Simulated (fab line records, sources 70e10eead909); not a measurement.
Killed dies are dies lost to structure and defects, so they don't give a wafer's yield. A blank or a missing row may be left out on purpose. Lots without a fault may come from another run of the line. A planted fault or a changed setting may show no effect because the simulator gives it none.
fab line records | flow nand_harc
record lots=13 wafers=39 last_day=34
route steps=1302 shown A_DECK1_JOINT@539 A_ONON_D2@563 A_CHANNEL_HOLE_D2@570
lots that met no fault: from a run of the same line without faults
start_h: hours from the record's first day to the start of the lot's first wafer shown | wait_h: hours since the lot's step before | " the same as in the row above | L1.1+2: a row that stands for several wafers | - no value, or no start given | * or withheld: withheld | < > ~ a bound
route shown NAME@n: a module of which the file shows steps, and the number in the route of the first | usual: mean/standard deviation of fault-free wafers | same: alike in all rows | chamber/n: place in a boat | sites: the reading at each site | _std_site: their standard deviation | _edge_site: outer sites' mean less inner sites' | radius_mm: how far each site lies from the wafer's centre | mask NAME#n: copy n | behind: the tool/chamber that last shaped the wafer | hold: why the lot was held/for how many hours/how that ended | device: the transistor (n, p or np) that didn't switch | end of line: the same wafers' tests at the end of the route | a step without rows: its recipe alone | killed: dies lost to structure and defects at the first sort, not the wafer's yield | map: a wafer's dies, x killed, . not, _ none there
set.NAME: the setting as run; set.NAME@STEP: as run at that earlier step | model.NAME: the simulator's own value behind a step, which no gauge read
steps of the route over a sample of lots; a table a step, a row a wafer
services: from which hour (start_h, from the record's first day; less than 0 if before it) a tool's chamber was out of use, for how many hours, and why
## steps
# step NHARC_A_DECK1_JOINT_CMP_02
# recipe material=SiOx
# usual motor_current_A=11.9/0.81
# columns lot.wafer tool chamber start_h wait_h motor_current_A
L512.1 cmp-01 0 283.02 0.4 11.6
L512.2 " 2 " " 11.6
L512.4 " 3 " " 11.5
L513.3 cmp-04 3 283.07 0.4 11.1
L513.5 " 1 " " 11.0
L513.6 " 2 " " 10.9
L514.2 cmp-02 0 296.85 0.4 12.0
L514.3 " 2 " " 12.4
L514.1 " 3 " " 12.4
L516.4 cmp-01 0 323.31 0.4 12.9
L516.5 " 3 " " 11.4
L516.6 " 0 " " 12.4
L517.2 cmp-01 0 329.87 0.4 13.1
L517.4 " 2 " " 11.8
L517.1 " 3 " " 11.6
L518.2 cmp-02 2 346.02 0.4 12.5
L518.3 " 1 " " 11.5
L518.6 " 3 " " 13.0
L519.2 cmp-04 3 346.07 0.4 11.4
L519.6 " 1 " " 10.8
L519.5 " 2 " " 11.3
L522.4 cmp-02 0 373.12 0.4 11.8
L522.2 " 2 " " 12.5
L522.3 " 3 " " 12.6
L520.2 cmp-04 2 373.21 0.5 11.4
L520.4 " 3 " " 11.2
L520.5 " 0 " " 13.1
L521.2 cmp-02 1 373.27 0.5 11.8
L521.4 " 2 " " 12.1
L521.6 " 1 " " 11.5
L529.1 cmp-01 0 460.16 0.4 13.2
L529.6 " 2 " " 12.0
L529.5 " 3 " " 11.6
L533.4 cmp-04 0 490.10 0.4 14.2
L533.3 " 1 " " 10.7
L533.5 " 3 " " 10.8
L534.4 cmp-01 0 499.00 0.4 12.1
L534.1 " 3 " " 11.4
L534.5 " 0 " " 12.7
# step NHARC_A_ONON_D2_THK_MEAS_27
# recipe thk_meas_gauge=ellipsometry
# usual thk_nm=1000/7.1
# columns lot.wafer tool chamber start_h wait_h thk_nm
L513.3 film_metro-02 - 296.01 - 999
L513.5 " - " " 999
L513.6 " - " " 998
L512.1 film_metro-02 - 296.03 - 1006
L512.2 " - " " 1004
L512.4 " - " " 1006
L514.1 film_metro-02 - 309.44 - 993
L514.2 " - " " 994
L514.3 " - " " 993
L516.4 film_metro-02 - 338.59 - 999
L516.5 " - " " 1000
L516.6 " - " " 1000
L517.1 film_metro-01 - 345.64 - 1012
L517.2 " - " " 1013
L517.4 " - " " 1013
L519.2 film_metro-01 - 359.10 - 998
L519.5 " - " " 999
L519.6 " - " " 998
L518.2 film_metro-01 - 359.13 - 1000
L518.3 " - " " 999
L518.6 " - " " 1000
L521.2 film_metro-01 - 386.09 - 1003
L521.4 " - " " 1003
L521.6 " - " " 1004
L522.2 film_metro-01 - 386.12 - 1003
L522.3 " - " " 1002
L522.4 " - " " 1002
L520.2 film_metro-01 - 386.17 - 1005
L520.4 " - " " 1003
L520.5 " - " " 1003
L529.1 film_metro-02 - 473.40 - 1011
L529.5 " - " " 1011
L529.6 " - " " 1012
L533.3 film_metro-02 - 507.04 - 1008
L533.4 " - " " 1010
L533.5 " - " " 1010
L534.1 film_metro-02 - 515.03 - 999
L534.4 " - " " 999
L534.5 " - " " 999
# step NHARC_A_ONON_D2_DEP_28
# recipe target_thk_a=10000 n2_flow_sccm=2750 n2o_flow_sccm=2000 nh3_flow_sccm=500 sih4_flow_sccm=210 temp_c=400
# usual nh3_flow_sccm=499.9/1.4 susceptor_temp_C=400.03/0.22
# columns lot.wafer tool chamber start_h wait_h nh3_flow_sccm susceptor_temp_C
L512.1 pecvd_onon-03 0 296.08 0.1 499.9 400.24
L512.2 " 0 " " 500.0 400.25
L512.4 " 0 " " 499.3 400.56
L513.3 pecvd_onon-01 0 296.18 0.2 501.9 400.35
L513.5 " 0 " " 501.3 399.93
L513.6 " 0 " " 498.3 399.95
L514.1 pecvd_onon-01 0 309.50 0.1 500.0 399.88
L514.2 " 0 " " 500.0 399.68
L514.3 " 0 " " 500.4 399.83
L516.4 pecvd_onon-04 0 338.82 0.2 497.8 400.09
L516.5 " 0 " " 497.3 400.01
L516.6 " 0 " " 500.8 400.10
L517.1 pecvd_onon-04 0 345.70 0.1 502.8 400.00
L517.2 " 0 " " 502.9 400.06
L517.4 " 0 " " 502.6 399.98
L519.2 pecvd_onon-04 0 359.21 0.1 501.2 400.09
L519.5 " 0 " " 501.8 400.02
L519.6 " 0 " " 500.7 399.71
L518.2 pecvd_onon-03 0 359.24 0.1 499.4 399.83
L518.3 " 0 " " 498.5 400.06
L518.6 " 0 " " 501.5 400.08
L521.2 pecvd_onon-03 0 386.20 0.1 499.5 400.06
L521.4 " 0 " " 497.5 400.27
L521.6 " 0 " " 499.0 400.11
L522.2 pecvd_onon-01 0 386.24 0.1 501.1 400.05
L522.3 " 0 " " 501.3 399.76
L522.4 " 0 " " 499.8 400.19
L520.2 pecvd_onon-04 0 386.28 0.1 502.2 400.01
L520.4 " 0 " " 499.7 400.06
L520.5 " 0 " " 497.3 400.11
L529.1 pecvd_onon-04 0 473.46 0.1 501.2 400.01
L529.5 " 0 " " 500.3 399.68
L529.6 " 0 " " 498.6 399.75
L533.3 pecvd_onon-03 0 507.21 0.2 499.1 400.01
L533.4 " 0 " " 502.0 400.31
L533.5 " 0 " " 500.5 400.25
L534.1 pecvd_onon-03 0 515.09 0.1 498.6 399.56
L534.4 " 0 " " 500.2 399.73
L534.5 " 0 " " 497.9 399.74
# step NHARC_A_ONON_D2_THK_MEAS_30
# recipe thk_meas_gauge=ellipsometry
# usual thk_nm=1001/11
# columns lot.wafer tool chamber start_h wait_h thk_nm
L513.3 film_metro-01 - 296.58 - 1001
L513.5 " - " " 1001
L513.6 " - " " 1002
L512.1 film_metro-02 - 296.60 - 991
L512.2 " - " " 993
L512.4 " - " " 992
L514.1 film_metro-02 - 310.01 - 998
L514.2 " - " " 997
L514.3 " - " " 995
L516.4 film_metro-01 - 339.17 - 995
L516.5 " - " " 995
L516.6 " - " " 996
L517.1 film_metro-02 - 346.21 - 1021
L517.2 " - " " 1018
L517.4 " - " " 1020
L519.2 film_metro-01 - 359.66 - 998
L519.5 " - " " 998
L519.6 " - " " 998
L518.2 film_metro-01 - 359.69 - 992
L518.3 " - " " 992
L518.6 " - " " 994
L521.2 film_metro-01 - 386.65 - 1006
L521.4 " - " " 1006
L521.6 " - " " 1005
L522.2 film_metro-01 - 386.69 - 989
L522.3 " - " " 991
L522.4 " - " " 989
L520.2 film_metro-01 - 386.74 - 1020
L520.4 " - " " 1020
L520.5 " - " " 1019
L529.1 film_metro-01 - 473.97 - 996
L529.5 " - " " 997
L529.6 " - " " 1099
L533.3 film_metro-02 - 507.61 - 1009
L533.4 " - " " 1009
L533.5 " - " " 1009
L534.1 film_metro-01 - 515.60 - 997
L534.4 " - " " 995
L534.5 " - " " 997
# step NHARC_A_CHANNEL_HOLE_D2_DEP_00
# recipe target_thk_a=31000 temp_c=400 material=aC
# usual susceptor_temp_C=400.05/0.28 throttle_valve_pct=35.000/0.0093
# columns lot.wafer tool chamber start_h wait_h susceptor_temp_C throttle_valve_pct
L513.3 acl_dep-02 0 302.97 5.9 - 35.008
L513.5 " 0 " " - 35.002
L513.6 " 0 " " - 35.005
L512.1 acl_dep-01 0 303.20 6.1 399.93 35.013
L512.2 " 0 " " 400.18 34.992
L512.4 " 0 " " 400.08 35.010
L514.1 acl_dep-01 0 315.76 5.2 399.78 35.005
L514.2 " 0 " " 399.78 34.993
L514.3 " 0 " " 399.75 34.999
L516.4 acl_dep-03 0 340.93 1.0 399.99 35.002
L516.5 " 0 " " 400.31 35.010
L516.6 " 0 " " 400.25 35.020
L517.1 acl_dep-02 0 348.60 1.8 400.38 35.007
L517.2 " 0 " " 400.25 35.009
L517.4 " 0 " " 400.47 34.992
L519.2 acl_dep-03 0 360.59 0.4 400.61 34.998
L519.5 " 0 " " 400.42 34.991
L519.6 " 0 " " 400.25 35.021
L518.2 acl_dep-02 0 360.62 0.4 - 34.984
L518.3 " 0 " " - 35.010
L518.6 " 0 " " - 35.013
L521.2 acl_dep-03 0 387.57 0.4 400.38 34.991
L521.4 " 0 " " 400.34 34.994
L521.6 " 0 " " 400.57 35.015
L522.2 acl_dep-02 0 387.80 0.4 399.85 34.997
L522.3 " 0 " " 400.10 34.989
L522.4 " 0 " " 400.02 35.016
L520.2 acl_dep-01 0 388.33 0.9 400.18 35.006
L520.4 " 0 " " 399.69 34.985
L520.5 " 0 " " 400.06 35.004
L529.1 acl_dep-03 0 475.02 0.5 399.98 35.006
L529.5 " 0 476.28 1.8 399.80 35.018
L529.6 " 0 " " 399.86 34.997
L533.3 acl_dep-02 0 510.21 2.1 400.04 35.003
L533.4 " 0 " " 400.02 35.018
L533.5 " 0 " " 400.07 34.996
L534.1 acl_dep-01 0 517.26 1.1 - 35.003
L534.4 " 0 " " - 34.992
L534.5 " 0 " " - 34.999
## services
# columns tool chamber start_h hours kind
pecvd_onon-01 - 269.31 13.0 pm
cmp-01 - 273.04 1.2 repair
cmp-01 - 283.52 4.0 pm
cmp-01 - 287.52 - consumable_replace:conditioner
cmp-01 - 287.52 - consumable_replace:pad
acl_dep-03 - 301.32 13.0 pm
cmp-04 - 307.13 4.0 pm
pecvd_onon-04 - 311.04 13.0 pm
cmp-02 - 330.59 4.0 pm
acl_dep-01 - 371.46 13.0 pm
cmp-01 - 381.62 4.0 pm
cmp-01 - 385.62 - consumable_replace:conditioner
cmp-04 - 405.13 4.0 pm
pecvd_onon-03 - 408.25 13.0 pm
acl_dep-02 - 424.26 13.0 pm
cmp-02 - 428.59 4.0 pm
pecvd_onon-01 - 450.31 13.0 pm
cmp-04 - 461.16 4.6 repair
cmp-01 - 479.62 4.0 pm
acl_dep-03 - 482.60 13.0 pm
pecvd_onon-04 - 492.31 13.0 pm
cmp-04 - 503.13 4.0 pm
cmp-02 - 508.99 5.0 repair
pecvd_onon-03 - 512.01 2.1 repair
## key
first_sign step=NHARC_A_ONON_D2_THK_MEAS_30 reading=thk_nm direction=up sigmas=8.9 usual=1001 struck=1099
effect none on later readings
met_at NHARC_A_ONON_D2_DEP_28
struck_lots L529
struck_wafers L529.6
tester_left_out L529
not_acting_at NHARC_A_DECK1_JOINT_CMP_02,NHARC_A_ONON_D2_THK_MEAS_27,NHARC_A_CHANNEL_HOLE_D2_DEP_00
onset_between 386.28 473.46
fault kind=process_parameter_drift tool=pecvd_onon-04 chamber=- onset_h=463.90 steps=NHARC_A_ONON_D2_DEP_28 channel=target_thk_a offset=* shape=step end_h=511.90 scope=struck_wafers_only acts_in=* stated=*
# tester_left_out: of these lots the tester's yield and bins aren't shown, on N5 and GAA mostly nor the transistor test; their killed dies are dies lost to structure and defects alone, not to doping, threshold or leakage, so they don't give the yield
